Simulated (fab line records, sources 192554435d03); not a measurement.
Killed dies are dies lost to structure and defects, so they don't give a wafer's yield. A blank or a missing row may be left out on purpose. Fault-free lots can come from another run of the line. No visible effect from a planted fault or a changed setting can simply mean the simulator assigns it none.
Matching of chambers :: flow n5Finfet :: N5_BEOL_M3_STRIP_19 on rieDiel-03 has 4 sister chambers
The step strips in O2. 4 wafers are shown with their chamber, then 11 later ones without.

== WAFERS WITH THEIR CHAMBER ==
wafer: L091.1
chamber: 3
drypumpMotorCurrentA (A): 5.4

wafer: L091.2
chamber: 0
drypumpMotorCurrentA (A): 6.7

wafer: L091.3
chamber: 2
drypumpMotorCurrentA (A): 5.3

wafer: L091.4
chamber: 1
drypumpMotorCurrentA (A): 6.0

== WAFERS WHOSE CHAMBER IS MISSING ==
wafer: L091.5
drypumpMotorCurrentA (A): 6.7

wafer: L091.6
drypumpMotorCurrentA (A): 5.3

wafer: L092.3
drypumpMotorCurrentA (A): 5.4

wafer: L092.5
drypumpMotorCurrentA (A): 5.9

wafer: L092.6
drypumpMotorCurrentA (A): 5.3

wafer: L094.1
drypumpMotorCurrentA (A): 5.3

wafer: L094.5
drypumpMotorCurrentA (A): 6.6

wafer: L094.6
drypumpMotorCurrentA (A): 5.9

wafer: L096.1
drypumpMotorCurrentA (A): 6.6

wafer: L096.2
drypumpMotorCurrentA (A): 5.9

wafer: L096.6
drypumpMotorCurrentA (A): 6.7

== EACH ONE'S CHAMBER ==
wafer: L091.5
from the rows above: 0
in truth: 0

wafer: L091.6
from the rows above: can't be placed: 2 or 3
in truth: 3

wafer: L092.3
from the rows above: can't be placed: 3 or 2
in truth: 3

wafer: L092.5
from the rows above: 1
in truth: 1

wafer: L092.6
from the rows above: can't be placed: 2 or 3
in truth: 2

wafer: L094.1
from the rows above: can't be placed: 2 or 3
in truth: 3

wafer: L094.5
from the rows above: 0
in truth: 0

wafer: L094.6
from the rows above: 1
in truth: 1

wafer: L096.1
from the rows above: 0
in truth: 0

wafer: L096.2
from the rows above: 1
in truth: 1

wafer: L096.6
from the rows above: 0
in truth: 0
Correct placement for 7 of the 11. From these rows, 4 cannot be placed; in 4 the true chamber is one of the candidates. Wrongly placed: 0.
How it was worked out, from the rows above alone: a wafer's distance from a chamber is the root of the sum, over the readings, of the square of ((its reading less the chamber's mean) divided by the reading's scatter). The wafer belongs to the nearest chamber; if the next one is less than 2 further off, it can't be placed. The mean given for a chamber averages the wafers shown for that chamber. The scatter (one wafer shown for each chamber): square how far every hidden wafer sits from the nearest shown wafer, average those squares and take the square root.
